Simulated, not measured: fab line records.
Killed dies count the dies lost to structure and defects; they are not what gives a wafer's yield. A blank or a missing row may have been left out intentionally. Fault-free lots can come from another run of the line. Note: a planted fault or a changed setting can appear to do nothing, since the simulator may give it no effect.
The tool behind it: which one? / flow n5 finfet / Sampling: 10 lots, 29 wafers, 5 of 1938 route steps

WHAT THE GAUGES SHOWED, per wafer
N5_BEOL_M4_RC_MEAS_101.
lot=L906; measured=day 9 21:16; on=prober-02; DIBL_N (mV/V)=36.9 39.7 34.5; DIBL_P (mV/V)=37.1 39.7 34.6; IOFF_N (nA/um)=0.17 0.26 0.13; IOFF_P (nA/um)=0.23 0.29 0.19; ION_N (uA/um)=666 687 652; ION_P (uA/um)=460 468 454; SS_N (mV/dec)=72.4 72.9 70.9; SS_P (mV/dec)=73.1 74.1 72.6; VT_N (mV)=251 242 254; VT_P (mV)=-250.3 -244.7 -249.8
lot=L907; measured=day 9 01:44; on=prober-02; DIBL_N (mV/V)=38.4 35.0 38.3; DIBL_P (mV/V)=39.9 36.2 40.1; IOFF_N (nA/um)=0.23 0.15 0.21; IOFF_P (nA/um)=0.31 0.23 0.29; ION_N (uA/um)=712 681 688; ION_P (uA/um)=486 475 474; SS_N (mV/dec)=71.0 71.3 72.5; SS_P (mV/dec)=73.5 73.2 74.1; VT_N (mV)=242 248 246; VT_P (mV)=-240.0 -247.9 -244.0
lot=L913; measured=day 10 12:25; on=prober-01; DIBL_N (mV/V)=39.4 36.6 35.0; DIBL_P (mV/V)=39.5 37.6 34.7; IOFF_N (nA/um)=0.23 0.17 0.14; IOFF_P (nA/um)=0.27 0.23 0.19; ION_N (uA/um)=697 697 688; ION_P (uA/um)=471 482 474; SS_N (mV/dec)=72.8 71.2 71.7; SS_P (mV/dec)=74.3 74.0 73.3; VT_N (mV)=242 247 248; VT_P (mV)=-245.8 -247.9 -250.9
lot=L915; measured=day 11 03:56; on=prober-01; DIBL_N (mV/V)=34.8 36.1 32.9; DIBL_P (mV/V)=33.7 36.5 31.7; IOFF_N (nA/um)=0.14 0.16 0.11; IOFF_P (nA/um)=0.21 0.24 0.18; ION_N (uA/um)=670 689 659; ION_P (uA/um)=464 477 467; SS_N (mV/dec)=71.2 72.0 70.0; SS_P (mV/dec)=73.4 73.3 72.3; VT_N (mV)=247 248 249; VT_P (mV)=-249.1 -247.5 -249.1
lot=L918; measured=day 12 22:55; on=prober-02; DIBL_N (mV/V)=33.3 35.7 37.1; DIBL_P (mV/V)=30.8 33.8 35.7; IOFF_N (nA/um)=0.14 0.18 0.20; IOFF_P (nA/um)=0.19 0.24 0.27; ION_N (uA/um)=660 678 709; ION_P (uA/um)=459 474 488; SS_N (mV/dec)=71.3 71.8 71.4; SS_P (mV/dec)=72.0 73.0 73.6; VT_N (mV)=252 246 245; VT_P (mV)=-249.0 -246.6 -243.7
lot=L921; measured=day 13 07:41; on=prober-01; DIBL_N (mV/V)=37.4 38.9 36.1; DIBL_P (mV/V)=38.4 39.7 36.4; IOFF_N (nA/um)=0.19 0.24 0.17; IOFF_P (nA/um)=0.25 0.29 0.22; ION_N (uA/um)=677 692 676; ION_P (uA/um)=463 469 465; SS_N (mV/dec)=71.4 72.0 71.7; SS_P (mV/dec)=74.8 74.4 73.8; VT_N (mV)=246 243 249; VT_P (mV)=-245.6 -246.7 -247.4
lot=L924; measured=day 15 16:10; on=prober-01; DIBL_N (mV/V)=37.1 36.6 38.4; DIBL_P (mV/V)=35.5 34.8 37.9; IOFF_N (nA/um)=0.17 0.16 0.21; IOFF_P (nA/um)=0.25 0.24 0.29; ION_N (uA/um)=677 701 707; ION_P (uA/um)=473 484 489; SS_N (mV/dec)=72.8 72.0 72.0; SS_P (mV/dec)=73.9 74.0 74.2; VT_N (mV)=250 245 246; VT_P (mV)=-244.3 -246.2 -245.7
lot=L923; measured=day 15 13:55; on=prober-02; DIBL_N (mV/V)=34.7 36.2 33.2; DIBL_P (mV/V)=35.9 37.6 33.2; IOFF_N (nA/um)=0.16 0.18 0.12; IOFF_P (nA/um)=0.20 0.23 0.16; ION_N (uA/um)=686 680 660; ION_P (uA/um)=472 467 459; SS_N (mV/dec)=70.5 71.6 71.8; SS_P (mV/dec)=73.4 73.6 72.7; VT_N (mV)=249 247 254; VT_P (mV)=-247.2 -247.7 -251.3
lot=L925; measured=day 15 09:31; on=prober-02; DIBL_N (mV/V)=36.8 35.5; DIBL_P (mV/V)=36.7 34.5; IOFF_N (nA/um)=0.18 0.15; IOFF_P (nA/um)=0.25 0.21; ION_N (uA/um)=694 689; ION_P (uA/um)=483 476; SS_N (mV/dec)=71.5 70.9; SS_P (mV/dec)=73.7 73.3; VT_N (mV)=249 252; VT_P (mV)=-247.9 -248.4
lot=L927; measured=day 15 18:07; on=prober-02; DIBL_N (mV/V)=38.4 37.6 39.3; DIBL_P (mV/V)=38.1 37.3 38.2; IOFF_N (nA/um)=0.21 0.19 0.21; IOFF_P (nA/um)=0.25 0.23 0.24; ION_N (uA/um)=678 691 688; ION_P (uA/um)=456 466 461; SS_N (mV/dec)=72.1 71.6 72.5; SS_P (mV/dec)=74.1 73.4 73.4; VT_N (mV)=246 248 245; VT_P (mV)=-249.8 -249.7 -248.9

WHICH TOOL RAN EACH LOT (tool, then ch and the chambers of the sampled wafers, then the start)
lot=L906; N5_BEOL_M2_SPUTTER_88=pvd sputter-03, day 7 12:52; N5_BEOL_M2_ANNEAL_93=pvd sputter-03, day 7 13:23; N5_BEOL_M2_SPUTTER_96=pvd sputter-03, day 7 13:44; N5_BEOL_M3_ILD_DEP_00=pecvd-03 ch 1,2, day 7 14:51
lot=L907; N5_BEOL_M2_SPUTTER_88=pvd sputter-02, day 7 16:50; N5_BEOL_M2_ANNEAL_93=pvd sputter-02, day 7 17:22; N5_BEOL_M2_SPUTTER_96=pvd sputter-02, day 7 17:43; N5_BEOL_M3_ILD_DEP_00=pecvd-02 ch 0,1,2, day 7 18:50
lot=L913; N5_BEOL_M2_SPUTTER_88=pvd sputter-02, day 9 01:50; N5_BEOL_M2_ANNEAL_93=pvd sputter-02, day 9 02:22; N5_BEOL_M2_SPUTTER_96=pvd sputter-02, day 9 02:43; N5_BEOL_M3_ILD_DEP_00=pecvd-02 ch 0,2, day 9 03:50
lot=L915; N5_BEOL_M2_SPUTTER_88=pvd sputter-03, day 9 19:40; N5_BEOL_M2_ANNEAL_93=pvd sputter-03, day 9 20:11; N5_BEOL_M2_SPUTTER_96=pvd sputter-03, day 9 20:33; N5_BEOL_M3_ILD_DEP_00=pecvd-02 ch 0,1, day 9 21:51
lot=L918; N5_BEOL_M2_SPUTTER_88=pvd sputter-02, day 10 12:39; N5_BEOL_M2_ANNEAL_93=pvd sputter-02, day 10 13:10; N5_BEOL_M2_SPUTTER_96=pvd sputter-02, day 10 13:32; N5_BEOL_M3_ILD_DEP_00=pecvd-01 ch 0,1,2, day 10 14:42
lot=L921; N5_BEOL_M2_SPUTTER_88=pvd sputter-03, day 10 21:01; N5_BEOL_M2_ANNEAL_93=pvd sputter-03, day 10 21:32; N5_BEOL_M2_SPUTTER_96=pvd sputter-03, day 10 21:53; N5_BEOL_M3_ILD_DEP_00=pecvd-01 ch 0,1, day 10 23:00
lot=L924; N5_BEOL_M2_SPUTTER_88=pvd sputter-01, day 12 16:36; N5_BEOL_M2_ANNEAL_93=pvd sputter-01, day 12 17:07; N5_BEOL_M2_SPUTTER_96=pvd sputter-01, day 12 17:29; N5_BEOL_M3_ILD_DEP_00=pecvd-02 ch 0,1,2, day 12 19:00
lot=L923; N5_BEOL_M2_SPUTTER_88=pvd sputter-03, day 12 20:28; N5_BEOL_M2_ANNEAL_93=pvd sputter-03, day 12 20:59; N5_BEOL_M2_SPUTTER_96=pvd sputter-03, day 12 21:21; N5_BEOL_M3_ILD_DEP_00=pecvd-02 ch 0,1,2, day 12 22:29
lot=L925; N5_BEOL_M2_SPUTTER_88=pvd sputter-01, day 13 02:35; N5_BEOL_M2_ANNEAL_93=pvd sputter-01, day 13 03:06; N5_BEOL_M2_SPUTTER_96=pvd sputter-01, day 13 03:28; N5_BEOL_M3_ILD_DEP_00=pecvd-02 ch 0,1, day 13 04:34
lot=L927; N5_BEOL_M2_SPUTTER_88=pvd sputter-02, day 14 00:52; N5_BEOL_M2_ANNEAL_93=pvd sputter-02, day 14 01:23; N5_BEOL_M2_SPUTTER_96=pvd sputter-02, day 14 01:44; N5_BEOL_M3_ILD_DEP_00=pecvd-03 ch 0,1, day 14 02:59
- N5_BEOL_M2_SPUTTER_88: material Cu, target thk 4.5 nm, time 8.29 s.
- N5_BEOL_M2_ANNEAL_93: time 240 s.
- N5_BEOL_M2_SPUTTER_96: material Cu, target thk 4.5 nm, time 8.29 s.
- N5_BEOL_M3_ILD_DEP_00: deposits SiOC from DEMS/O2, target thk 79 nm, time 15.3 s.

WHAT THE TOOLS THEMSELVES READ (means of the sampled wafers that have a number; where no wafer has one, the mark that the record gives instead)
N5_BEOL_M2_SPUTTER_88.
lot=L906; tool=pvd sputter-03; susceptor temp C (C)=-20.02; throttle valve pct (%)=29.5
lot=L907; tool=pvd sputter-02; susceptor temp C (C)=-20.01; throttle valve pct (%)=28.9
lot=L913; tool=pvd sputter-02; susceptor temp C (C)=-20.08; throttle valve pct (%)=28.9
lot=L915; tool=pvd sputter-03; susceptor temp C (C)=-20.00; throttle valve pct (%)=30.0
lot=L918; tool=pvd sputter-02; susceptor temp C (C)=-20.06; throttle valve pct (%)=28.8
lot=L921; tool=pvd sputter-03; susceptor temp C (C)=-20.09; throttle valve pct (%)=30.3
lot=L924; tool=pvd sputter-01; susceptor temp C (C)=-20.01; throttle valve pct (%)=29.8
lot=L923; tool=pvd sputter-03; susceptor temp C (C)=-19.97; throttle valve pct (%)=29.9
lot=L925; tool=pvd sputter-01; susceptor temp C (C)=-20.06; throttle valve pct (%)=30.0
lot=L927; tool=pvd sputter-02; susceptor temp C (C)=-20.09; throttle valve pct (%)=30.0

N5_BEOL_M2_ANNEAL_93.
lot=L906; tool=pvd sputter-03; heater power w (W)=893; susceptor temp C (C)=399.98
lot=L907; tool=pvd sputter-02; heater power w (W)=800; susceptor temp C (C)=400.11
lot=L913; tool=pvd sputter-02; heater power w (W)=806; susceptor temp C (C)=399.93
lot=L915; tool=pvd sputter-03; heater power w (W)=909; susceptor temp C (C)=399.95
lot=L918; tool=pvd sputter-02; heater power w (W)=808; susceptor temp C (C)=400.02
lot=L921; tool=pvd sputter-03; heater power w (W)=919; susceptor temp C (C)=400.08
lot=L924; tool=pvd sputter-01; heater power w (W)=770; susceptor temp C (C)=399.97
lot=L923; tool=pvd sputter-03; heater power w (W)=918; susceptor temp C (C)=400.02
lot=L925; tool=pvd sputter-01; heater power w (W)=767; susceptor temp C (C)=400.13
lot=L927; tool=pvd sputter-02; heater power w (W)=810; susceptor temp C (C)=400.11

N5_BEOL_M2_SPUTTER_96.
lot=L906; tool=pvd sputter-03; susceptor temp C (C)=-19.97; throttle valve pct (%)=29.5
lot=L907; tool=pvd sputter-02; susceptor temp C (C)=-19.95; throttle valve pct (%)=28.9
lot=L913; tool=pvd sputter-02; susceptor temp C (C)=-20.03; throttle valve pct (%)=28.9
lot=L915; tool=pvd sputter-03; susceptor temp C (C)=-20.07; throttle valve pct (%)=30.0
lot=L918; tool=pvd sputter-02; susceptor temp C (C)=-20.02; throttle valve pct (%)=29.0
lot=L921; tool=pvd sputter-03; susceptor temp C (C)=-19.99; throttle valve pct (%)=30.2
lot=L924; tool=pvd sputter-01; susceptor temp C (C)=-19.99; throttle valve pct (%)=29.8
lot=L923; tool=pvd sputter-03; susceptor temp C (C)=-20.06; throttle valve pct (%)=29.9
lot=L925; tool=pvd sputter-01; susceptor temp C (C)=-19.98; throttle valve pct (%)=29.9
lot=L927; tool=pvd sputter-02; susceptor temp C (C)=-20.05; throttle valve pct (%)=30.0

N5_BEOL_M3_ILD_DEP_00.
lot=L906; tool=pecvd-03; heater power outer w (W)=180; heater power w (W)=367; showerhead plenum p Torr (Torr)=5.692; susceptor temp C (C)=349.92; throttle valve pct (%)=12.3
lot=L907; tool=pecvd-02; heater power outer w (W)=262; heater power w (W)=467; showerhead plenum p Torr (Torr)=5.696; susceptor temp C (C)=349.87; throttle valve pct (%)=11.8
lot=L913; tool=pecvd-02; heater power outer w (W)=242; heater power w (W)=443; showerhead plenum p Torr (Torr)=5.692; susceptor temp C (C)=351.19; throttle valve pct (%)=11.9
lot=L915; tool=pecvd-02; heater power outer w (W)=309; heater power w (W)=515; showerhead plenum p Torr (Torr)=5.701; susceptor temp C (C)=352.84; throttle valve pct (%)=12.1
lot=L918; tool=pecvd-01; heater power outer w (W)=299; heater power w (W)=532; showerhead plenum p Torr (Torr)=5.695; susceptor temp C (C)=350.05; throttle valve pct (%)=12.0
lot=L921; tool=pecvd-01; heater power outer w (W)=281; heater power w (W)=511; showerhead plenum p Torr (Torr)=5.705; susceptor temp C (C)=350.03; throttle valve pct (%)=12.3
lot=L924; tool=pecvd-02; heater power outer w (W)=257; heater power w (W)=461; showerhead plenum p Torr (Torr)=5.702; susceptor temp C (C)=350.04; throttle valve pct (%)=11.8
lot=L923; tool=pecvd-02; heater power outer w (W)=235; heater power w (W)=438; showerhead plenum p Torr (Torr)=5.700; susceptor temp C (C)=350.18; throttle valve pct (%)=11.9
lot=L925; tool=pecvd-02; heater power outer w (W)=258; heater power w (W)=458; showerhead plenum p Torr (Torr)=5.692; susceptor temp C (C)=350.08; throttle valve pct (%)=11.9
lot=L927; tool=pecvd-03; heater power outer w (W)=185; heater power w (W)=362; showerhead plenum p Torr (Torr)=5.686; susceptor temp C (C)=350.00; throttle valve pct (%)=12.1

THE ANSWER, worked out from the rows above alone
Rule: what is usual is taken from the lots themselves. The widest of any qualifying gaps counts: lots, ordered by their means at a reading, are off when they make up no more than a third of the lots, leave a main group of 4 or more, and stand apart from it by 3 or more times the standard deviation of that group's means. The tables above print the reading to a certain number of digits; a main group whose means all agree to those digits is not used. A lot without any number at a reading at which 4 lots or more have one is off too. Where the step has rows for the other lots, those lots are counted as sound. Order of review: gauges by route order, followed by the tools' own readings, for which a lot's mean as printed above is used. At the first step where some lot is off, the reading lying furthest off is the one used; lots without a number count as furthest.
Off, at N5_BEOL_M3_ILD_DEP_00 on susceptor temp C: L913, L915. The main group has a mean of 350.02 C with a standard deviation of 0.089.
If a tool, at that step or one of the process steps before it, ran each lot that is off and ran no sound lot following the first of them, it fits. No candidate that was tried fits.

WHAT THE SIMULATOR PUT IN
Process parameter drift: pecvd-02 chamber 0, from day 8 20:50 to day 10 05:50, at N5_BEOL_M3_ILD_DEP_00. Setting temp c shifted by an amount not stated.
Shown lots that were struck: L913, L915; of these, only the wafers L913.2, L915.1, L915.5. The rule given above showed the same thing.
